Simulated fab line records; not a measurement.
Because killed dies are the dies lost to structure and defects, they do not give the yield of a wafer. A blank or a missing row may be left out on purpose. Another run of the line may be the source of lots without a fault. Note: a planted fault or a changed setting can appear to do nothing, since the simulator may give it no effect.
Matching of chambers / flow nand_harc / 4 sister chambers for NHARC_A_CONTACT_DESCUM_13 on rie_diel-13
The step chemistry O2, time 3 s. 4 wafers are shown with their chamber, then 7 later ones without.

## WAFERS PAIRED WITH THEIR CHAMBERS
wafer=L807.2; chamber=0; showerhead_plenum_p_Torr (Torr)=2.03
wafer=L815.3; chamber=3; showerhead_plenum_p_Torr (Torr)=1.81
wafer=L818.3; chamber=1; showerhead_plenum_p_Torr (Torr)=1.78
wafer=L818.4; chamber=2; showerhead_plenum_p_Torr (Torr)=1.80

## WAFERS WITH NO CHAMBER GIVEN
wafer=L818.5; showerhead_plenum_p_Torr (Torr)=1.80
wafer=L823.1; showerhead_plenum_p_Torr (Torr)=1.80
wafer=L823.3; showerhead_plenum_p_Torr (Torr)=1.78
wafer=L823.5; showerhead_plenum_p_Torr (Torr)=1.78
wafer=L822.2; showerhead_plenum_p_Torr (Torr)=2.02
wafer=L822.4; showerhead_plenum_p_Torr (Torr)=1.78
wafer=L822.5; showerhead_plenum_p_Torr (Torr)=1.80

## WHICH CHAMBER EACH ONE RAN IN
wafer=L818.5; from the rows above=2; in truth=2
wafer=L823.1; from the rows above=2; in truth=2
wafer=L823.3; from the rows above=1; in truth=1
wafer=L823.5; from the rows above=1; in truth=1
wafer=L822.2; from the rows above=0; in truth=0
wafer=L822.4; from the rows above=1; in truth=1
wafer=L822.5; from the rows above=2; in truth=2
Placed correctly: 7 of 7. Number that these rows cannot place: 0. Number placed wrongly: 0.
How it was worked out, from the rows above alone: a wafer's distance from a chamber is the root of the sum, over the readings, of the square of ((its reading less the chamber's mean) divided by the reading's scatter). If the next closest chamber is less than 2 further off than the closest, the wafer can't be placed; otherwise it belongs to the closest. Each chamber's mean is taken over the wafers shown for it. The scatter (one wafer shown for each chamber): square how far every hidden wafer sits from the nearest shown wafer, average those squares and take the square root.
